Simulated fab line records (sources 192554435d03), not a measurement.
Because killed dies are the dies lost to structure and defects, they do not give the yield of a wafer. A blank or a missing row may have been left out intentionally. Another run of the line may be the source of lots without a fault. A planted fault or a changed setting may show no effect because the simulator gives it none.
Split-lot trial	flow n5_finfet	route with 1938 steps; 7 lots, 21 wafers read

## THE SPLIT ITSELF
At N5_BEOL_M6_ALD_77 (deposits TaN, target thk 2 nm, pulse time 2 s, purge time 3 s), the setting ald_cycles was moved away from the recipe's 40 on 7 of the 21 wafers read, by -7.5% to +15.0%. The other wafers ran this setting at the recipe's value.

Reading taken at the split's own step.

## THE READING
TaN_of_BEOL_M6_ALD_77.thk_nm (the simulator's own value, which no gauge read), in nm, at N5_BEOL_M6_ALD_77 (deposits TaN, target thk 2 nm, pulse time 2 s, purge time 3 s). There is no usual value for it anywhere in the file.

wafer	tool, chamber at the split	ald_cycles as run	against the recipe	TaN_of_BEOL_M6_ALD_77.thk_nm, nm	against lot-mates on the recipe
L075.1	ald_metal-01, 2,0,1	40	recipe	2	-
L075.2	ald_metal-01, 2,0,1	40	recipe	2	-
L075.3	ald_metal-01, 2,0,1	40	recipe	2	-
L074.1	ald_metal-04, 3	46	+15.0%	2.4	+0.4
L074.2	ald_metal-04, 0	46	+15.0%	2.2	+0.2
L074.5	ald_metal-04, 0	40	recipe	2	-
L077.1	ald_metal-04, 0,3	40	recipe	2	-
L077.5	ald_metal-04, 0,3	40	recipe	2	-
L077.3	ald_metal-04, 2	38	-5.0%	1.8	-0.2
L080.1	ald_metal-02, 3,1,0	40	recipe	2	-
L080.2	ald_metal-02, 3,1,0	40	recipe	2	-
L080.6	ald_metal-02, 3,1,0	40	recipe	2	-
L088.1	ald_metal-04, 0,3	40	recipe	2	-
L088.2	ald_metal-04, 0,3	40	recipe	2	-
L088.4	ald_metal-04, 2	46	+15.0%	2.4	+0.4
L092.1	ald_metal-01, 0,2	40	recipe	2	-
L092.2	ald_metal-01, 0,2	40	recipe	2	-
L092.3	ald_metal-01, 3	42	+5.0%	2.2	+0.2
L093.1	ald_metal-01, 2,3	37	-7.5%	1.8	-0.2
L093.2	ald_metal-01, 2,3	37	-7.5%	1.8	-0.2
L093.5	ald_metal-01, 3	40	recipe	2	-
Where a row lists several chambers, the file gives one row for several wafers and doesn't say which wafer went through which chamber.

THE FIT
A straight line over all 21 wafers: TaN_of_BEOL_M6_ALD_77.thk_nm changes by +0.0241 nm for each +1% of ald_cycles; r = +0.96; the points scatter about the line by 0.047 nm.
The same after taking each lot's own level away (the mean of its wafers on the recipe; 21 wafers): +0.0241 nm for each +1%; r = +0.96; scatter 0.047 nm.
That fit puts the effect of the largest move of ald_cycles on the reading at 0.36 nm.
The lots' own levels span 2.00 to 2.00 nm.
Consequently the slope shifts little with the lot-to-lot level, the two slopes agreeing.
Check: +0.338 nm against its lot-mates is what the line predicts for one of the wafers moved furthest among these (+15.0%) when that wafer is left out of the fit. It came out at +0.4 nm against them.

## OTHER SPLITS APPLIED TO THESE WAFERS
Other splits were also applied to these wafers ahead of the reading. Each is held against what the fit with the lots' levels taken away leaves over:
other split on the same wafers	wafers away from the commonest value	r with TaN_of_BEOL_M6_ALD_77.thk_nm (lot level and that fit taken away)
N5_BEOL_M6_HM_DEP_02 target_thk_a	6	+0.28

## THE FILE'S OWN FIT
TaN_of_BEOL_M6_ALD_77.thk_nm changes by +0.0252 nm for each +1% of ald_cycles, r = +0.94.
